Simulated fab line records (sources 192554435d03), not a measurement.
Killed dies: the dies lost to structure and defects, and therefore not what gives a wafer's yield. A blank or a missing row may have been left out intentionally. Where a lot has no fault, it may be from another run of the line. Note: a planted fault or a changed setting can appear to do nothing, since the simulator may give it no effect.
Matching of chambers + flow n5-finfet + 4 sister chambers for N5_BEOL_M5_DESCUM_33 on rie-diel-04
The step chemistry O2, time 7 s. 4 wafers are shown with their chamber, then 9 later ones without.

WAFERS, EACH WITH ITS CHAMBER
| wafer  | chamber | drypump-motor-current-A (A) |
|--------|---------|-----------------------------|
| L088.1 | 1       | 5.2                         |
| L088.5 | 0       | 4.8                         |
| L086.5 | 2       | 6.1                         |
| L086.6 | 3       | 6.2                         |

WAFERS WITHOUT THEIR CHAMBER
| wafer  | drypump-motor-current-A (A) |
|--------|-----------------------------|
| L091.1 | 5.2                         |
| L091.2 | 6.2                         |
| L091.3 | 4.8                         |
| L094.1 | 4.8                         |
| L094.5 | 6.2                         |
| L094.6 | 5.2                         |
| L097.2 | 6.2                         |
| L097.3 | 6.1                         |
| L097.5 | 5.1                         |

WHICH CHAMBER EACH ONE RAN IN
| wafer  | from the rows above | in truth                   |
|--------|---------------------|----------------------------|
| L091.1 | 1                   | 1                          |
| L091.2 | 3                   | 3                          |
| L091.3 | 0                   | 0                          |
| L094.1 | 0                   | 0                          |
| L094.5 | 3                   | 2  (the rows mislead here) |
| L094.6 | 1                   | 1                          |
| L097.2 | 3                   | 3                          |
| L097.3 | 2                   | 2                          |
| L097.5 | 1                   | 1                          |
Correctly placed: 8 of 9. Number that these rows cannot place: 0. Wrongly placed: 1.
How it was worked out, from the rows above alone: a wafer's distance from a chamber is the root of the sum, over the readings, of the square of ((its reading less the chamber's mean) divided by the reading's scatter). The wafer belongs to the nearest chamber; if the next one is less than 2 further off, it can't be placed. A chamber's mean is the mean of its shown wafers. The scatter (one wafer shown for each chamber): square how far every hidden wafer sits from the nearest shown wafer, average those squares and take the square root.
